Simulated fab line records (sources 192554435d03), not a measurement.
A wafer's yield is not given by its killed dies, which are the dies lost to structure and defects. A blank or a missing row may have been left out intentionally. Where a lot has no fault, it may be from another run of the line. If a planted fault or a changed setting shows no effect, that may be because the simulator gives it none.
A struck lot beside a sound one / flow n5Finfet / 16 steps out of a route of 1938
Sound: wafers L704.2, L704.4, L704.5. Struck: wafers L712.2, L712.5, L712.6. At the end, the cause is stated.
For every step that has rows: the tool of each side, followed by ch and its chambers, followed by its first start. Under that, the readings that differ: sound wafers / struck wafers / difference of the means / sigmas: that difference in standard deviations of wafers without a fault.
alike: readings whose means differ by less than 2 such deviations, and words and numbers that are the same on both sides. not compared: withheld readings, readings that some wafer has no value for, bounds like >300 that may hide the same value, and numbers for which the record gives no deviation and whose values overlap.
The two part at a step that has a row with sigmas, a row that says differs or no value, or rows on one side only. Numbers that have no deviation but don't overlap get no sigmas and don't part them. A reading that every wafer of one side lacks parts them only if that side has two wafers or more.

N5_BEOL_M2_OCD_MEAS_38:
  sound on ocd-01, day 7 21:01; struck on ocd-02, day 9 21:21
  alike: trenchDepthNm
then, 4 steps without rows for these wafers: N5_BEOL_M2_HM_STRIP_39 (strips TiN in peroxide tin strip, target depth 25 nm, time 158 s); N5_BEOL_M2_SRD_40 (time 30 s); N5_BEOL_M2_PRECLEAN_42 (cleans in residue remover, time 60 s); N5_BEOL_M2_SRD_43 (time 30 s).
N5_BEOL_M2_CD_MEAS_35: target cd 18 nm, target cd y 22.2 nm.
  sound on cdSem-01, day 7 21:10; struck on cdSem-03, day 9 21:30
reading=cdNm (nm); sound=18.0 17.7 17.3; struck=18.9 18.6 18.8; difference=+1.1; sigmas=+2
N5_BEOL_M2_DEGAS_44: time 60 s.
  sound on pvdSputter-03, day 7 21:40; struck on pvdSputter-01, day 9 22:08
  alike: heaterPowerW
N5_BEOL_M2_PRE_CLEAN_45: time 30 s.
  sound on pvdSputter-03, day 7 21:42; struck on pvdSputter-01, day 9 22:11
  alike: heaterPowerW
N5_BEOL_M2_ALD_84: deposits TaN, pulse time 2 s, purge time 3 s, co reactant purge time 2 s.
  sound on aldMetal-02 ch 0,2,3, day 7 21:46; struck on aldMetal-02 ch 0,1, day 9 22:20
  alike: heaterPowerW
N5_BEOL_M2_SURFACE_TREAT_85:
  sound on pvdSputter-02, day 7 22:04; struck on pvdSputter-03, day 9 23:02
  not compared: throttleValvePct
then, 1 step without rows for these wafers: N5_BEOL_M2_CVD_47 (deposits Co from CCTBA/H2, target thk 3 nm, time 223.8 s).
N5_BEOL_M2_SPUTTER_48: material Cu, target thk 4.5 nm, time 8.29 s.
  sound on pvdSputter-03, day 8 00:03; struck on pvdSputter-03, day 9 23:20
  alike: throttleValvePct
N5_BEOL_M2_ANNEAL_49: time 240 s.
  sound on pvdSputter-03, day 8 00:08; struck on pvdSputter-03, day 9 23:25
  no value came back on the struck wafers for heaterPowerW (W), susceptorTempC (C); on the sound wafers heaterPowerW (W) reads 667 867 881
then, 1 step without rows for these wafers: N5_BEOL_M2_SPUTTER_79 (material Cu, target thk 4.5 nm, time 8.29 s).
N5_BEOL_M4_RC_MEAS_101:
  sound on prober-01 ch 0, day 9 08:32; struck on prober-01 ch 0, day 10 22:11
  alike: DIBL_N, DIBL_P, IOFF_N, IOFF_P, ION_N, ION_P, SS_N, SS_P, VT_N, VT_P
-- record jumps: 4 days separate the struck wafers' starts on either side; left off in module BEOL_M4, taken up again in module PASSIVATION, whose first shown step is the route's number 1936 --
N5_PASSIVATION_PROBE_49:
  sound on prober-01, day 13 19:40; struck on prober-02, day 15 08:41
  alike: defectLimitedYield, killed_at_M0_to_M3, killed_at_M4_up, killedAtContacts, killedAtFrontEnd, killedAtOther, killedDies, killedOpen, killedShort, sort_bin_4_leakage, sort_bin_5_function, sort_bin_6_memory, sortNPass, sortYieldPct

WHERE THEY PART
Last at N5_BEOL_M2_ANNEAL_49 as far as this record goes, first at N5_BEOL_M2_CD_MEAS_35. Later steps at which nothing parts them and some readings are alike: N5_BEOL_M4_RC_MEAS_101, N5_PASSIVATION_PROBE_49.

WHY: what had been put in by the simulator
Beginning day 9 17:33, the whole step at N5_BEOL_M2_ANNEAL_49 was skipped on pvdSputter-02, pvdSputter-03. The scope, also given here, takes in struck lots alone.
